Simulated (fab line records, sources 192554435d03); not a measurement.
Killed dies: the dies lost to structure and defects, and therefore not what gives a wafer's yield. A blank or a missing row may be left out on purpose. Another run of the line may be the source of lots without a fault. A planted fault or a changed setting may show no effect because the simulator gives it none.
fab line records    flow n5-finfet
record lots=9  wafers=27  last-day=17
route steps=1938 shown BEOL_M0@746 BEOL_M1@751 BEOL_M4@1111 PASSIVATION@1936
lots that met no fault: taken from a fault-free run of the same line
start-h: hours from the record's opening day to when the first of the lot's shown wafers began    wait-h: hours elapsed since this lot's preceding step    " repeats the value in the row above    L1.1+2: a single row standing in for several wafers    - no value, or no start was given    * or withheld: withheld    < > ~ a bound
route shown NAME@n: NAME is a module with steps in the file, n the number in the route of the first one    usual: mean/standard deviation of fault-free wafers    same: alike in all rows    chamber/n: place in a boat    sites: readings site by site    _std_site: the standard deviation of these    _edge_site: inner sites' mean taken away from outer sites' mean    radius-mm: how far each site lies from the wafer's centre    mask NAME#n: copy n    behind: the last tool/chamber to shape the wafer    hold: reason for holding the lot/hours on hold/outcome of the hold    device: transistor that didn't switch, given as n, p or np    end of line: the same wafers' tests at the end of the route    a step without rows: its recipe alone    killed: dies that structure and defects cost at the first sort, which is not the same as the wafer's yield    map: a wafer's dies, marking killed ones x, the rest . and places with no die _
set.NAME: the setting as run; set.NAME@STEP: as run at that earlier step    model.NAME: the simulator's own value behind a step, which no gauge read
route steps across a sampled set of lots; one table per step, one row per wafer
services: from which hour (start-h, from the record's first day; less than 0 if before it) a tool's chamber was out of use, for how many hours, and why
## steps
# step N5_BEOL_M0_CO_CAP_123
# recipe material=Co  target-thk-a=20  temp-c=200  precursor=CCTBA/H2  pressure-torr=30  time-s=102.1
# usual heater-power-outer-w=120/17  heater-power-w=234/35  susceptor-temp-C=200.00/0.16
lot.wafer  tool       chamber  start-h  wait-h  heater-power-outer-w  heater-power-w  susceptor-temp-C
L850.3     cvd-co-02  2        139.48   0.0     103                   217             199.98
L850.4     "          1        "        "       123                   227             200.03
L850.6     "          2        "        "       103                   222             199.91
L851.2     cvd-co-01  0        143.99   0.0     148                   294             200.05
L851.4     "          2        "        "       102                   202             199.94
L851.5     "          1        "        "       114                   208             200.08
L856.1     cvd-co-01  2        179.91   0.0     102                   203             200.29
L856.2     "          0        "        "       151                   294             200.19
L856.5     "          2        "        "       99                    203             200.20
L858.2     cvd-co-01  2        193.32   0.0     102                   205             200.06
L858.4     "          0        "        "       148                   297             199.95
L858.6     "          1        "        "       113                   209             200.06
L857.1     cvd-co-01  0        201.27   0.0     151                   297             199.80
L857.5     "          1        "        "       116                   200             200.08
L857.6     "          2        "        "       100                   197             200.31
L863.2     cvd-co-01  1        218.29   0.0     114                   204             200.16
L863.3     "          2        "        "       102                   199             200.12
L863.4     "          2        "        "       102                   201             200.01
L865.2     cvd-co-02  1        237.02   0.0     124                   226             200.12
L865.5     "          2        "        "       105                   219             200.08
L865.6     "          1        "        "       122                   224             200.05
L867.4     cvd-co-02  2        243.52   0.0     100                   220             200.02
L867.5     "          1        "        "       121                   230             200.09
L867.6     "          0        "        "       125                   256             199.98
L869.1     cvd-co-01  1        249.80   0.0     116                   201             200.05
L869.2     "          0        "        "       148                   303             200.07
L869.4     "          1        "        "       118                   205             200.07
# step N5_BEOL_M0_RS_MEAS_126
# recipe thk-meas-gauge=four-point-probe  reads=Co_of_BEOL_M0_CO_CAP_123+Cu_of_BEOL_M0_ECD_118+Co_of_BEOL_M0_CVD_115+TaN_of_BEOL_M0_ALD_136
# usual M0_RS=0.529/0.017
lot.wafer  tool           chamber  start-h  wait-h  M0_RS[ohm/sq]
L850.3     film-metro-02  -        139.66   0.1     0.536
L850.4     "              -        "        "       0.521
L850.6     "              -        "        "       0.514
L851.2     film-metro-01  -        144.20   0.1     0.530
L851.4     "              -        "        "       0.502
L851.5     "              -        "        "       0.517
L856.1     film-metro-01  -        180.09   0.0     0.542
L856.2     "              -        "        "       0.535
L856.5     "              -        "        "       0.557
L858.2     film-metro-02  -        193.50   0.1     0.520
L858.4     "              -        "        "       0.537
L858.6     "              -        "        "       0.522
L857.1     film-metro-02  -        201.46   0.0     0.541
L857.5     "              -        "        "       0.528
L857.6     "              -        "        "       0.525
L863.2     film-metro-01  -        218.47   0.1     0.510
L863.3     "              -        "        "       0.511
L863.4     "              -        "        "       0.542
L865.2     film-metro-02  -        237.20   0.1     0.566
L865.5     "              -        "        "       0.504
L865.6     "              -        "        "       0.548
L867.4     film-metro-01  -        243.67   0.0     0.500
L867.5     "              -        "        "       0.503
L867.6     "              -        "        "       0.511
L869.1     film-metro-01  -        249.98   0.0     0.547
L869.2     "              -        "        "       0.520
L869.4     "              -        "        "       0.516
# step N5_BEOL_M1_ILD_DEP_00
# recipe material=SiOC  target-thk-a=790  temp-c=350  precursor=DEMS/O2  pressure-torr=5  rf-w=500  time-s=15.3
# usual heater-power-outer-w=249/38  heater-power-w=469/68  showerhead-plenum-p-Torr=5.700/0.014  susceptor-temp-C=350.01/0.23  throttle-valve-pct=12.0/0.48
lot.wafer  tool      chamber  start-h  wait-h  heater-power-outer-w  heater-power-w  showerhead-plenum-p-Torr  susceptor-temp-C  throttle-valve-pct
L850.3     pecvd-02  0        139.72   0.0     277                   552             5.703                     349.82            12.6
L850.4     "         0        "        "       283                   557             5.696                     349.91            12.8
L850.6     "         2        "        "       302                   566             5.678                     350.37            11.4
L851.2     pecvd-03  2        144.27   0.0     220                   392             5.704                     350.45            11.2
L851.4     "         2        "        "       219                   397             5.703                     350.22            11.6
L851.5     "         2        "        "       218                   413             5.699                     350.08            11.5
L856.1     pecvd-03  1        180.15   0.0     215                   400             5.699                     349.90            12.3
L856.2     "         0        "        "       248                   474             5.716                     349.71            12.0
L856.5     "         0        "        "       247                   485             5.700                     349.90            11.9
L858.2     pecvd-03  1        193.56   0.0     222                   378             5.675                     350.10            12.2
L858.4     "         1        "        "       220                   393             5.681                     350.21            12.6
L858.6     "         2        "        "       231                   418             5.701                     350.40            11.5
L857.1     pecvd-03  1        201.52   0.0     242                   420             5.691                     349.84            12.5
L857.5     "         2        "        "       236                   434             5.693                     350.11            11.8
L857.6     "         1        "        "       255                   434             5.691                     349.79            12.3
L863.2     pecvd-03  0        218.53   0.0     223                   451             5.719                     350.09            11.9
L863.3     "         2        "        "       214                   401             5.690                     349.94            11.8
L863.4     "         1        "        "       262                   440             5.693                     349.90            12.7
L865.2     pecvd-02  1        237.26   0.0     248                   440             5.715                     350.04            11.9
L865.5     "         1        "        "       266                   446             5.705                     350.13            11.9
L865.6     "         2        "        "       256                   504             5.686                     349.97            11.7
L867.4     pecvd-02  2        243.74   0.1     273                   521             5.703                     350.44            11.4
L867.5     "         1        "        "       265                   459             5.711                     349.85            11.6
L867.6     "         0        "        "       255                   490             5.689                     349.93            12.9
L869.1     pecvd-02  2        250.04   0.0     263                   534             5.680                     349.96            11.7
L869.2     "         0        "        "       300                   589             5.686                     350.19            12.6
L869.4     "         0        "        "       296                   568             5.689                     350.42            12.7
# step N5_BEOL_M1_INSPECT_13
# recipe mode=adi  inspect-instrument=brightfield
# usual raw-defect-count=417/110
lot.wafer  tool               chamber  start-h  wait-h  raw-defect-count
L850.3     defect-inspect-01  -        141.43   0.0     514
L850.4     "                  -        "        "       472
L850.6     "                  -        "        "       470
L851.2     defect-inspect-02  -        146.55   0.0     375
L851.4     "                  -        "        "       389
L851.5     "                  -        "        "       500
L856.1     defect-inspect-02  -        181.63   0.1     245
L856.2     "                  -        "        "       294
L856.5     "                  -        "        "       421
L858.2     defect-inspect-02  -        196.81   0.0     506
L858.4     "                  -        "        "       411
L858.6     "                  -        "        "       305
L857.1     defect-inspect-02  -        202.59   0.1     1700
L857.5     "                  -        "        "       298
L857.6     "                  -        "        "       1778
L863.2     defect-inspect-01  -        219.31   0.0     680
L863.3     "                  -        "        "       492
L863.4     "                  -        "        "       1875
L865.2     defect-inspect-02  -        238.17   0.0     570
L865.5     "                  -        "        "       512
L865.6     "                  -        "        "       402
L867.4     defect-inspect-02  -        245.32   0.0     404
L867.5     "                  -        "        "       246
L867.6     "                  -        "        "       437
L869.1     defect-inspect-02  -        252.35   0.1     427
L869.2     "                  -        "        "       506
L869.4     "                  -        "        "       540
# step N5_BEOL_M1_ETCH_63
# recipe chemistry=CF4  target=SiARC  target-depth-a=156  mask-material=CAR-EUV  time-s=26  ion-energy-ev=80  pressure-mtorr=40  source-w=545  bias-w=36  Ar_flow_sccm=100  cf4-flow-sccm=100  ends=cleared
# usual drypump-motor-current-A=5.6/0.38  etch-rf-on-time-s=25.9/0.49  oes-product-au=0.67/0.062  rf-vpp-V=184.1/1.3  showerhead-plenum-p-Torr=2.15/0.08  throttle-valve-pct=15.54/0.29
lot.wafer  tool         chamber  start-h  wait-h  drypump-motor-current-A  etch-rf-on-time-s  oes-product-au  rf-hours-counter-h  rf-vpp-V  showerhead-plenum-p-Torr  throttle-valve-pct
L850.3     rie-diel-03  3        141.53   0.0     5.9                      25.5               0.60            228                 185.6     2.20                      16.01
L850.4     "            2        "        "       5.2                      26.5               0.64            -                   183.4     2.05                      15.26
L850.6     "            3        "        "       5.9                      25.5               0.60            -                   183.8     2.20                      16.00
L851.2     rie-diel-03  0        146.64   0.0     5.2                      25.8               0.73            56                  186.4     2.27                      15.22
L851.4     "            2        "        "       5.2                      26.1               0.64            -                   182.9     2.05                      15.26
L851.5     "            0        "        "       5.2                      25.6               0.72            -                   184.6     2.27                      15.22
L856.1     rie-diel-03  3        181.72   0.0     5.9                      25.0               0.60            240                 185.4     2.20                      16.02
L856.2     "            1        "        "       6.0                      26.5               0.67            85                  185.3     2.25                      15.23
L856.5     "            2        "        "       5.2                      25.8               0.64            -                   182.6     2.05                      15.26
L858.2     rie-diel-06  2        196.90   0.0     5.2                      26.8               0.60            212                 184.5     2.14                      15.99
L858.4     "            0        "        "       5.8                      26.8               0.75            41                  182.8     2.09                      15.56
L858.6     "            2        "        "       5.2                      26.9               0.60            -                   183.5     2.14                      16.00
L857.1     rie-diel-01  0        202.75   0.0     5.2                      26.5               0.62            181                 185.4     2.21                      15.69
L857.5     "            0        "        "       5.2                      26.6               0.61            -                   184.4     2.21                      15.68
L857.6     "            1        "        "       5.8                      25.7               0.62            -                   183.1     2.13                      15.56
L863.2     rie-diel-06  3        219.40   0.0     5.3                      25.4               0.72            75                  185.3     2.26                      15.68
L863.3     "            2        "        "       5.2                      26.0               0.60            220                 183.0     2.14                      16.03
L863.4     "            1        "        "       5.9                      25.4               0.74            50                  184.0     2.17                      15.10
L865.2     rie-diel-06  0        238.26   0.0     5.8                      26.4               0.74            56                  183.6     2.08                      15.60
L865.5     "            2        "        "       5.2                      25.9               0.60            -                   184.4     2.13                      16.04
L865.6     "            1        "        "       5.9                      25.8               0.73            -                   184.6     2.17                      15.10
L867.4     rie-diel-03  2        245.42   0.0     5.2                      26.3               0.63            -                   183.1     2.04                      15.31
L867.5     "            1        "        "       6.0                      26.7               0.67            -                   185.6     2.25                      15.24
L867.6     "            0        "        "       5.2                      26.2               0.69            -                   185.3     2.26                      15.28
L869.1     rie-diel-03  3        252.44   0.0     5.9                      25.0               0.85            1                   185.9     2.19                      15.56
L869.2     "            1        "        "       6.0                      26.4               0.66            104                 184.8     2.25                      15.25
L869.4     "            0        "        "       5.2                      25.9               0.69            82                  184.8     2.26                      15.26
# step N5_BEOL_M4_RC_MEAS_101
# usual DIBL_N=36.9/1.7  DIBL_P=36.7/2.1  IOFF_N=0.17/0.032  IOFF_P=0.22/0.036  ION_N=674/12  ION_P=461/7  SS_N=71.7/0.6  SS_P=73.4/0.67  VT_N=249/3.1  VT_P=-250/3.2
lot.wafer  tool       chamber  start-h  wait-h  DIBL_N[mV/V]  DIBL_P[mV/V]  IOFF_N[nA/um]  IOFF_P[nA/um]  ION_N[uA/um]  ION_P[uA/um]  SS_N[mV/dec]  SS_P[mV/dec]  VT_N[mV]  VT_P[mV]
L850.3     prober-02  0        182.21   0.3     32.8          32.8          0.12           0.17           660           454           70.6          72.8          255       -252
L850.4     "          0        "        "       35.9          35.1          0.16           0.20           663           454           71.8          72.8          250       -252
L850.6     "          0        "        "       34.4          32.9          0.14           0.17           652           446           71.6          72.2          252       -251
L851.2     prober-02  0        195.54   0.2     37.5          38.3          0.17           0.21           668           460           71.6          73.6          250       -252
L851.4     "          0        "        "       40.4          42.5          0.24           0.28           691           463           72.7          75.5          242       -248
L851.5     "          0        "        "       37.1          38.5          0.16           0.21           678           461           72.3          73.6          250       -251
L856.1     prober-01  0        221.92   0.0     34.8          34.7          0.15           0.20           662           461           71.6          72.5          251       -249
L856.2     "          0        "        "       34.6          34.8          0.13           0.21           657           454           70.7          71.8          253       -252
L856.5     "          0        "        "       35.2          35.8          0.15           0.23           673           464           71.5          72.8          251       -249
L858.2     prober-01  0        231.92   0.2     36.1          35.3          0.15           0.22           668           466           71.4          72.6          250       -246
L858.4     "          0        "        "       34.8          34.0          0.13           0.19           656           457           70.9          71.8          253       -252
L858.6     "          0        "        "       35.1          34.4          0.14           0.19           665           459           71.9          72.7          252       -249
L857.1     prober-01  0        248.61   0.0     38.3          37.3          0.18           0.23           684           461           72.0          73.8          250       -252
L857.5     "          0        "        "       40.4          39.3          0.24           0.27           692           472           72.4          74.3          246       -249
L857.6     "          0        "        "       38.5          36.5          0.20           0.22           680           458           72.6          74.3          248       -250
L863.2     prober-01  0        253.01   0.2     36.7          36.8          0.14           0.19           664           454           71.6          73.0          251       -253
L863.3     "          0        "        "       37.6          36.9          0.18           0.19           671           455           72.4          72.8          248       -251
L863.4     "          0        "        "       36.9          36.5          0.15           0.18           660           456           71.9          72.7          252       -252
L865.2     prober-02  0        279.27   0.2     36.3          35.0          0.17           0.26           681           470           71.5          72.7          247       -245
L865.5     "          0        "        "       34.8          33.8          0.13           0.23           668           469           71.8          72.6          254       -245
L865.6     "          0        "        "       37.2          35.8          0.18           0.26           681           471           71.3          73.8          247       -245
L867.4     prober-01  0        289.45   0.5     35.4          37.3          0.16           0.21           681           464           71.1          73.6          248       -250
L867.5     "          0        "        "       37.0          37.7          0.17           0.22           682           465           70.8          73.7          248       -249
L867.6     "          0        "        "       35.2          37.1          0.15           0.21           682           461           71.0          73.0          250       -249
L869.1     prober-02  0        295.20   0.0     37.5          38.7          0.20           0.28           681           473           72.4          74.4          244       -247
L869.2     "          0        "        "       38.9          40.3          0.23           0.30           696           471           72.0          74.2          245       -243
L869.4     "          0        "        "       35.0          35.1          0.14           0.22           660           468           71.2          73.2          251       -249
# step N5_PASSIVATION_PROBE_49
# usual defect-limited-yield=91.7/1.5  killed_at_M0_to_M3=32/9.6  killed_at_M4_up=13/5.3  killed-at-contacts=12/6.8  killed-at-front-end=36/9.8  killed-at-other=4/3.1  killed-dies=98/17  killed-on-rim=13/4  killed-open=65/13  killed-short=32/8.5  sort_bin_5_function=4.9/0.93  sort_bin_6_memory=3.2/0.67  sort_bin_8_speed=0.00/0.02  sort-n-pass=1082/17
# same gross-dies=1180  killed-at-back-side=0  sort_bin_4_leakage[%]=0
lot.wafer  tool       chamber  start-h  wait-h  defect-limited-yield[%]  killed_at_M0_to_M3  killed_at_M4_up  killed-at-contacts  killed-at-front-end  killed-at-other  killed-dies  killed-on-rim  killed-open  killed-short  sort_bin_5_function[%]  sort_bin_6_memory[%]  sort_bin_8_speed[%]  sort-n-pass
L856.1     prober-01  -        318.32   0.0     89.1                     39                  11               11                  65                   3                129          18             88           41            6.4                     4.0                   0                    1051
L856.2     prober-01  -        318.37   0.1     90.6                     38                  12               17                  41                   3                111          8              79           30            5.4                     3.5                   0                    1069
L856.5     prober-01  -        318.52   0.2     93.1                     35                  6                8                   30                   2                81           12             62           18            4.4                     2.4                   0                    1099
L857.1     prober-02  -        359.15   0.0     79.5                     190                 5                6                   35                   6                242          26             46           38            11.4                    4.7                   0                    938
L857.5     prober-02  -        359.35   0.2     91.8                     32                  16               14                  33                   2                97           18             58           39            4.8                     3.1                   0                    1083
L857.6     prober-02  -        359.40   0.3     79.0                     178                 14               14                  35                   7                248          27             62           30            12.3                    3.8                   0                    932
L863.2     prober-01  -        362.13   0.1     91.8                     33                  16               21                  25                   2                97           14             61           34            4.3                     3.6                   0                    1083
L863.3     prober-01  -        362.18   0.1     92.5                     29                  15               22                  22                   1                89           13             58           30            4.1                     3.5                   0                    1091
L863.4     prober-01  -        362.23   0.2     80.3                     174                 8                16                  34                   1                233          27             62           12            11.3                    3.9                   0                    947
# killed by level:class
L856.1 FIN_SAQP:geometric-particle:open=30 FIN_SAQP:geometric-particle:short=21 BEOL_M1:geometric-particle:open=13 MOL_CONTACT_COAG:geometric-particle:open=10 BEOL_M0_SAQP:geometric-particle:open=10 BEOL_M2:geometric-particle:open=9 DUMMY_GATE:geometric-particle:short=4 BEOL_M8:geometric-particle:open=4
L856.2 MOL_CONTACT_COAG:geometric-particle:open=15 BEOL_M3:geometric-particle:open=15 FIN_SAQP:geometric-particle:open=13 STI_FIN_REVEAL:geometric-particle:open=8 FIN_SAQP:geometric-particle:short=7 BEOL_M2:geometric-particle:open=7 BEOL_M0_SAQP:geometric-particle:open=6 BEOL_M1:geometric-particle:open=4
L856.5 BEOL_M1:geometric-particle:open=12 FIN_SAQP:geometric-particle:open=9 MOL_CONTACT_COAG:geometric-particle:open=8 BEOL_M2:geometric-particle:open=7 STI_FIN_REVEAL:geometric-particle:open=6 BEOL_M0_SAQP:geometric-particle:short=5 BEOL_M3:geometric-particle:open=5 GATE_CUT:geometric-particle:short=4
L857.1 BEOL_M1:unspecified=156 BEOL_M0_SAQP:geometric-particle:open=12 FIN_SAQP:geometric-particle:short=9 BEOL_M0_SAQP:geometric-particle:short=9 GATE_CUT:geometric-particle:short=7 FIN_SAQP:geometric-particle:open=6 MOL_CONTACT_COAG:geometric-particle:open=6 STI_FIN_REVEAL:geometric-particle:open=5
L857.5 MOL_CONTACT_COAG:geometric-particle:open=10 BEOL_M0_SAQP:geometric-particle:short=7 BEOL_M4:geometric-particle:open=7 FIN_SAQP:geometric-particle:short=6 BEOL_M0:geometric-particle:open=6 GATE_CUT:geometric-particle:open=6 FIN_SAQP:geometric-particle:open=5 BEOL_M0_SAQP:geometric-particle:open=5
L857.6 BEOL_M1:unspecified=150 MOL_CONTACT_COAG:geometric-particle:open=12 BEOL_M2:geometric-particle:open=9 BEOL_M4:geometric-particle:open=8 GATE_CUT:geometric-particle:open=6 GATE_CUT:geometric-particle:short=6 HKMG_FIN:area-etch=6 BEOL_M0:geometric-particle:open=5
L863.2 MOL_CONTACT_COAG:geometric-particle:open=13 BEOL_M0_SAQP:geometric-particle:short=10 BEOL_M4:geometric-particle:open=9 MOL_CONTACT_COAG:geometric-particle:short=8 BEOL_M0_SAQP:geometric-particle:open=8 BEOL_M3:geometric-particle:open=7 STI_FIN_REVEAL:geometric-particle:open=5 GATE_CUT:geometric-particle:short=4
L863.3 MOL_CONTACT_COAG:geometric-particle:open=18 BEOL_M0_SAQP:geometric-particle:short=8 BEOL_M0_SAQP:geometric-particle:open=7 STI_FIN_REVEAL:geometric-particle:open=5 BEOL_M3:geometric-particle:open=5 MOL_CONTACT_COAG:geometric-particle:short=4 FIN_SAQP:geometric-particle:short=3 GATE_CUT:geometric-particle:open=3
L863.4 BEOL_M1:unspecified=154 MOL_CONTACT_COAG:geometric-particle:open=13 BEOL_M3:geometric-particle:open=12 FIN_SAQP:geometric-particle:open=9 DUMMY_GATE:geometric-particle:open=5 BEOL_M4:geometric-particle:open=5 HKMG_FIN:area-etch=5 STI_FIN_REVEAL:geometric-particle:open=4
## services
tool         chamber  start-h  hours  kind
pecvd-03     1        140.56   5.5    scheduled-down
pecvd-03     2        164.62   5.5    scheduled-down
rie-diel-06  0        191.26   3.2    repair
rie-diel-03  0        195.40   6.6    repair
rie-diel-06  1        206.40   12.2   repair
pecvd-03     2        211.82   5.0    scheduled-down
rie-diel-06  -        215.37   0.3    repair
rie-diel-03  3        218.34   1.6    repair
rie-diel-03  -        218.39   7.2    repair
rie-diel-03  3        231.56   -      clean
rie-diel-03  3        231.56   -      consumable-replace:focus-ring
rie-diel-03  3        231.56   15.0   scheduled-down
rie-diel-03  3        231.56   15.0   vent-cycle
rie-diel-06  3        248.87   4.0    repair
## key
first-sign step=N5_BEOL_M1_INSPECT_13  reading=raw-defect-count  direction=up  sigmas=12  usual=417  struck=1784
effect step=N5_PASSIVATION_PROBE_49  reading=killed_at_M0_to_M3  direction=up  sigmas=15  usual=32  struck=181
more-kills-born-at N5_BEOL_M1_ILD_DEP_00@pecvd-03=460
met-at N5_BEOL_M1_ILD_DEP_00
struck-lots L857,L863
struck-wafers L857.1,L857.6,L863.4
not-acting-at N5_BEOL_M0_CO_CAP_123,N5_BEOL_M0_RS_MEAS_126,N5_BEOL_M1_ETCH_63
onset-between 193.56 201.52
fault kind=chamber-particle-source  tool=pecvd-03  chamber=1  onset-h=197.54  steps=N5_BEOL_M1_ILD_DEP_00  rate-per-visit-cm2=2.1898  end-h=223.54
